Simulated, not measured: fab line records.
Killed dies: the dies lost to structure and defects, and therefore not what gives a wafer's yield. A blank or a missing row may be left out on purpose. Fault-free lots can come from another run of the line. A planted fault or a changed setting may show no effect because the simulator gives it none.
Chamber matching | flow n5 finfet | N5_BEOL_M0_SAQP_ALD_48 on ald sin-01 has 4 sister chambers
The step deposits SiO2, target thk 20 nm, pulse time 1 s, co reactant pulse time 1 s. 4 wafers are shown with their chamber, then 9 later ones without.

WAFERS WITH THEIR CHAMBER
wafer  | chamber | heater power w (W)
L090.6 | 3       | 76
L093.2 | 0       | 75
L093.4 | 1       | 83
L093.6 | 2       | 67

WAFERS WITH NO CHAMBER GIVEN
wafer  | heater power w (W)
L076.2 | 77
L076.3 | 81
L076.5 | 81
L094.4 | 85
L094.5 | 67
L094.6 | 75
L096.1 | 67
L096.3 | 78
L096.4 | 83

EACH ONE'S CHAMBER
wafer  | from the rows above     | in truth
L076.2 | can't be placed: 3 or 0 | 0
L076.3 | 1                       | 1
L076.5 | 1                       | 1
L094.4 | 1                       | 1
L094.5 | 2                       | 2
L094.6 | can't be placed: 0 or 3 | 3
L096.1 | 2                       | 2
L096.3 | can't be placed: 3 or 0 | 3
L096.4 | 1                       | 1
Placed correctly: 6 of 9. Can't be placed from these rows: 3 (the true chamber is among the candidates in 3). Wrongly placed: 0.
How it was worked out, from the rows above alone: a wafer's distance from a chamber is the root of the sum, over the readings, of the square of ((its reading less the chamber's mean) divided by the reading's scatter). If the next closest chamber is less than 2 further off than the closest, the wafer can't be placed; otherwise it belongs to the closest. A chamber's mean is the mean of its shown wafers. The scatter (one wafer shown for each chamber): square how far every hidden wafer sits from the nearest shown wafer, average those squares and take the square root.
